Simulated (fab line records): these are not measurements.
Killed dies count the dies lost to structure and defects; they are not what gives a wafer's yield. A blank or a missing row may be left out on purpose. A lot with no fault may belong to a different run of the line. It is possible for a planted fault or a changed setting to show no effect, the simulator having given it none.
Which tool was responsible? :: flow n5-finfet :: 36 wafers from 12 lots sampled at 2 of the route's 1938 steps

## WHAT EACH GAUGE READ, for each wafer
N5_BEOL_M10_INSPECT_30: inspects for defects (brightfield).
lot: L074
measured: day 11 07:53
on: defect-inspect-02
raw-defect-count: 406 403 551

lot: L077
measured: day 11 21:06
on: defect-inspect-02
raw-defect-count: 505 506 571

lot: L078
measured: day 12 03:12
on: defect-inspect-01
raw-defect-count: 298 275 477

lot: L083
measured: day 12 11:06
on: defect-inspect-02
raw-defect-count: 498 427 345

lot: L084
measured: day 13 17:43
on: defect-inspect-02
raw-defect-count: 368 386 297

lot: L088
measured: day 13 21:31
on: defect-inspect-01
raw-defect-count: 337 392 434

lot: L086
measured: day 14 12:26
on: defect-inspect-01
raw-defect-count: 381 332 441

lot: L089
measured: day 14 21:55
on: defect-inspect-02
raw-defect-count: 328 364 330

lot: L090
measured: day 15 07:42
on: defect-inspect-01
raw-defect-count: 620 545 456

lot: L093
measured: day 15 17:17
on: defect-inspect-02
raw-defect-count: 331 665 452

lot: L095
measured: day 16 03:09
on: defect-inspect-01
raw-defect-count: 350 420 386

lot: L097
measured: day 17 05:35
on: defect-inspect-02
raw-defect-count: 433 505 636

## WHAT TOOL EACH LOT RAN ON (gives the tool, then ch and the chambers of the sampled wafers, and finally the start)
lot: L074
N5_BEOL_M9_DEP_56: pecvd-04 ch 0,1,2, day 11 03:10

lot: L077
N5_BEOL_M9_DEP_56: pecvd-04 ch 0,2, day 11 16:44

lot: L078
N5_BEOL_M9_DEP_56: pecvd-02 ch 0,1, day 11 22:14

lot: L083
N5_BEOL_M9_DEP_56: pecvd-03 ch 0,1, day 12 07:26

lot: L084
N5_BEOL_M9_DEP_56: pecvd-04 ch 0,1,2, day 13 12:15

lot: L088
N5_BEOL_M9_DEP_56: pecvd-03 ch 0,1, day 13 16:52

lot: L086
N5_BEOL_M9_DEP_56: pecvd-03 ch 0,1,2, day 14 07:08

lot: L089
N5_BEOL_M9_DEP_56: pecvd-03 ch 0,1, day 14 16:11

lot: L090
N5_BEOL_M9_DEP_56: pecvd-03 ch 0,1,2, day 15 02:30

lot: L093
N5_BEOL_M9_DEP_56: pecvd-04 ch 0,1, day 15 10:40

lot: L095
N5_BEOL_M9_DEP_56: pecvd-02 ch 0,2, day 16 00:06

lot: L097
N5_BEOL_M9_DEP_56: pecvd-02 ch 0,1, day 16 23:17
- N5_BEOL_M9_DEP_56: deposits SiCN from 3MS/NH3, target thk 15 nm, time 26.5 s.

## THE ANSWER, worked out from the rows above alone
Rule: the lots themselves supply what counts as usual. Put in order of their means at a reading, lots are off if they are a third of the lots or fewer, leave a main group of 4 or more, and stand apart from it by a gap of 3 or more times the standard deviation of the main group's means; of several such gaps the widest counts. Not used: any main group whose means are identical at the precision the tables above print for the reading. A lot without any number at a reading at which 4 lots or more have one is off too. All remaining lots with rows at the step are treated as sound.
Nothing can be told from this: no lot is off at any reading shown.

## WHAT HAD BEEN PUT IN BY THE SIMULATOR
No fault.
